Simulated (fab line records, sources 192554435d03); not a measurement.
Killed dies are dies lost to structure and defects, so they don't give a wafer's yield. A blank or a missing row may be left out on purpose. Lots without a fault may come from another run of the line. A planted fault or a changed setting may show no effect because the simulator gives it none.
Which tool did it? | flow n5_finfet | 24 lots, 72 wafers sampled, at 3 steps of a route of 1938

WHAT THE GAUGES READ, wafer by wafer
N5_BEOL_M14_INSPECT_55: inspects for defects (darkfield). Usual: raw_defect_count 67, standard deviation 20.
lot  | measured     | on                | raw_defect_count | flag
L074 | day 13 00:49 | defect_inspect-02 | 49 64 64         |
L076 | day 13 13:48 | defect_inspect-02 | 76 62 65         |
L077 | day 14 07:59 | defect_inspect-01 | 54 47 48         |
L075 | day 14 08:16 | defect_inspect-01 | 58 83 58         |
L078 | day 14 16:34 | defect_inspect-02 | 49 62 104        |
L079 | day 14 20:19 | defect_inspect-02 | 62 87 68         |
L080 | day 15 05:52 | defect_inspect-02 | 75 50 100        |
L081 | day 15 13:38 | defect_inspect-02 | 104 81 77        |
L084 | day 15 17:16 | defect_inspect-01 | 48 57 50         |
L082 | day 15 22:58 | defect_inspect-02 | 126 55 52        |
L083 | day 15 23:10 | defect_inspect-01 | 48 59 50         |
L087 | day 16 11:17 | defect_inspect-01 | 58 54 35         |
L085 | day 16 17:16 | defect_inspect-02 | 77 91 31         |
L086 | day 17 08:40 | defect_inspect-01 | 85 55 54         |
L090 | day 17 14:50 | defect_inspect-02 | 55 67 61         |
L089 | day 17 20:42 | defect_inspect-01 | 108 80 115       |
L088 | day 17 22:43 | defect_inspect-01 | 55 83 56         |
L092 | day 18 07:07 | defect_inspect-01 | 62 48 52         |
L091 | day 18 11:20 | defect_inspect-01 | 56 68 40         |
L093 | day 18 17:36 | defect_inspect-02 | 91 93 50         |
L095 | day 19 00:26 | defect_inspect-01 | 75 64 135        |
L094 | day 19 04:10 | defect_inspect-02 | 52 68 40         |
L096 | day 19 07:50 | defect_inspect-01 | 53 77 87         |
L097 | day 19 10:01 | defect_inspect-02 | 108 107 67       |

N5_BEOL_M15_OVL_MEAS_11. Usual: V14_OVL -1 nm, standard deviation 5.3.
lot  | measured     | on         | V14_OVL (nm) | flag
L074 | day 13 01:26 | overlay-01 | 0 1 3        |
L076 | day 13 14:34 | overlay-02 | -3 -8 -4     |
L077 | day 14 08:37 | overlay-02 | 1 1 6        |
L075 | day 14 08:53 | overlay-01 | 2 -2 1       |
L078 | day 14 17:11 | overlay-01 | -1 -1 3      |
L079 | day 14 20:56 | overlay-02 | -8 -2 2      |
L080 | day 15 06:37 | overlay-02 | 0 -11 -6     |
L081 | day 15 14:23 | overlay-01 | -8 -9 -2     |
L084 | day 15 17:53 | overlay-02 | 0 -6 -4      |
L082 | day 15 23:35 | overlay-01 | 13 9 7       |
L083 | day 15 23:53 | overlay-02 | 2 6 -5       |
L087 | day 16 12:02 | overlay-01 | 4 -7 -11     |
L085 | day 16 18:01 | overlay-01 | -8 -4 -2     |
L086 | day 17 09:17 | overlay-02 | -1 -2 3      |
L090 | day 17 15:35 | overlay-02 | 6 8 7        |
L089 | day 17 21:34 | overlay-02 | -6 0 -1      |
L088 | day 17 23:28 | overlay-01 | 2 -6 1       |
L092 | day 18 07:44 | overlay-01 | -1 11 6      |
L091 | day 18 12:05 | overlay-02 | 7 0 -3       |
L093 | day 18 18:20 | overlay-02 | 1 5 9        |
L095 | day 19 01:10 | overlay-02 | -8 0 6       |
L094 | day 19 04:47 | overlay-02 | -4 -8 -1     |
L096 | day 19 08:28 | overlay-01 | 0 2 1        |
L097 | day 19 10:38 | overlay-02 | 4 -2 -1      |

WHICH TOOL RAN EACH LOT (tool, then ch and the chambers of the sampled wafers, then the start)
lot  | N5_BEOL_M14_STRIP_64
L074 | rie_diel-04 ch 2,3, day 13 00:49 or earlier
L076 | rie_diel-04 ch 0,1,3, day 13 13:48 or earlier
L077 | rie_diel-04 ch 1,2,3, day 14 07:59 or earlier
L075 | rie_diel-01 ch 0,2,3, day 14 08:16 or earlier
L078 | rie_diel-03 ch 0,1, day 14 16:34 or earlier
L079 | rie_diel-01 ch 0,1,3, day 14 20:19 or earlier
L080 | rie_diel-01 ch 0,2,3, day 15 05:52 or earlier
L081 | rie_diel-01 ch 2,3, day 15 13:38 or earlier
L084 | rie_diel-01 ch 1,2, day 15 17:16 or earlier
L082 | rie_diel-01 ch 2,3, day 15 22:58 or earlier
L083 | rie_diel-01 ch 1,2,3, day 15 23:10 or earlier
L087 | rie_diel-01 ch 0,1,2, day 16 11:17 or earlier
L085 | rie_diel-03 ch 0,1,2, day 16 17:16 or earlier
L086 | rie_diel-04 ch 2,3, day 17 08:40 or earlier
L090 | rie_diel-03 ch 2,3, day 17 14:50 or earlier
L089 | rie_diel-03 ch 2,3, day 17 20:42 or earlier
L088 | rie_diel-03 ch 0,1,2, day 17 22:43 or earlier
L092 | rie_diel-01 ch 0,2,3, day 18 07:07 or earlier
L091 | rie_diel-01 ch 0,2,3, day 18 11:20 or earlier
L093 | rie_diel-04 ch 0,1, day 18 17:36 or earlier
L095 | rie_diel-01 ch 1,2, day 19 00:26 or earlier
L094 | rie_diel-03 ch 0,2, day 19 04:10 or earlier
L096 | rie_diel-03 ch 0,2,3, day 19 07:50 or earlier
L097 | rie_diel-03 ch 2,3, day 19 10:01 or earlier
- N5_BEOL_M14_STRIP_64: strips in O2.

WHAT THE TOOLS THEMSELVES READ (means of the sampled wafers that have a number; where no wafer has one, the mark that the record gives instead)
N5_BEOL_M14_STRIP_64. Usual: drypump_motor_current_A 5.9 A, standard deviation 0.48; oes_product_au 0.81 a.u., standard deviation 0.083; rf_vpp_V 3.7 V, standard deviation 0.52; showerhead_plenum_p_Torr 2.09 Torr, standard deviation 0.084; throttle_valve_pct 16.6 %, standard deviation 0.34.
lot  | tool        | drypump_motor_current_A (A) | oes_product_au (a.u.) | rf_vpp_V (V) | showerhead_plenum_p_Torr (Torr) | throttle_valve_pct (%) | flag
L074 | rie_diel-04 | 5.3                         | 0.84                  | 3.6          | 2.16                            | 16.5                   |
L076 | rie_diel-04 | 5.9                         | 0.82                  | 3.6          | 2.16                            | 16.6                   |
L077 | rie_diel-04 | 5.7                         | 0.80                  | 3.4          | 2.12                            | 16.6                   |
L075 | rie_diel-01 | 6.3                         | 0.75                  | 4.4          | 2.06                            | 16.9                   |
L078 | rie_diel-03 | 5.5                         | 0.91                  | 3.9          | 2.21                            | 16.4                   |
L079 | rie_diel-01 | 6.0                         | 0.78                  | 4.1          | 2.07                            | 16.7                   |
L080 | rie_diel-01 | 6.3                         | 0.75                  | 3.5          | 2.06                            | 16.9                   |
L081 | rie_diel-01 | 6.1                         | 0.80                  | 3.5          | 2.03                            | 16.7                   |
L084 | rie_diel-01 | 6.3                         | 0.75                  | 3.8          | 2.02                            | 17.0                   |
L082 | rie_diel-01 | 6.2                         | 0.80                  | 3.4          | 2.03                            | 16.7                   |
L083 | rie_diel-01 | 6.1                         | 0.80                  | 4.1          | 2.02                            | 16.8                   |
L087 | rie_diel-01 | 6.2                         | 0.84                  | 3.6          | 2.06                            | 16.9                   |
L085 | rie_diel-03 | 5.4                         | 0.81                  | 3.6          | 2.12                            | 16.4                   |
L086 | rie_diel-04 | 5.3                         | 0.88                  | 3.9          | 2.23                            | 16.4                   |
L090 | rie_diel-03 | 6.1                         | 0.83                  | 3.5          | 2.09                            | 16.4                   |
L089 | rie_diel-03 | 6.1                         | 0.82                  | 3.4          | 2.09                            | 16.4                   |
L088 | rie_diel-03 | 5.4                         | 0.80                  | 3.3          | 2.12                            | 16.4                   |
L092 | rie_diel-01 | 6.3                         | 0.82                  | 3.3          | 2.05                            | 16.8                   |
L091 | rie_diel-01 | 6.3                         | 0.81                  | 3.8          | 2.05                            | 16.8                   |
L093 | rie_diel-04 | 6.1                         | 0.72                  | 4.0          | 2.09                            | 17.0                   |
L095 | rie_diel-01 | 6.1                         | 0.77                  | 3.7          | 2.01                            | 17.0                   |
L094 | rie_diel-03 | 5.4                         | 0.75                  | 3.1          | 2.07                            | 16.5                   |
L096 | rie_diel-03 | 5.8                         | 0.80                  | 3.7          | 2.12                            | 16.4                   |
L097 | rie_diel-03 | 6.1                         | 0.80                  | 4.0          | 2.09                            | 16.4                   |

THE ANSWER, worked out from the rows above alone
Rule: a lot is off if the mean of its wafers that have a number lies more than 3 standard deviations from the usual mean. A lot without any number at a reading at which 4 lots or more have one is off too. The other lots that the step has rows for count as sound. The gauges are gone through in route order, then the tools' own readings, and for those a lot's mean is taken as printed above. The first step at which some lot is off is used, and at that step the reading that is off furthest; a lot without a number counts as furthest.
No lot is off at any reading shown: from this, nothing can be told.

WHAT THE SIMULATOR HAD PUT IN
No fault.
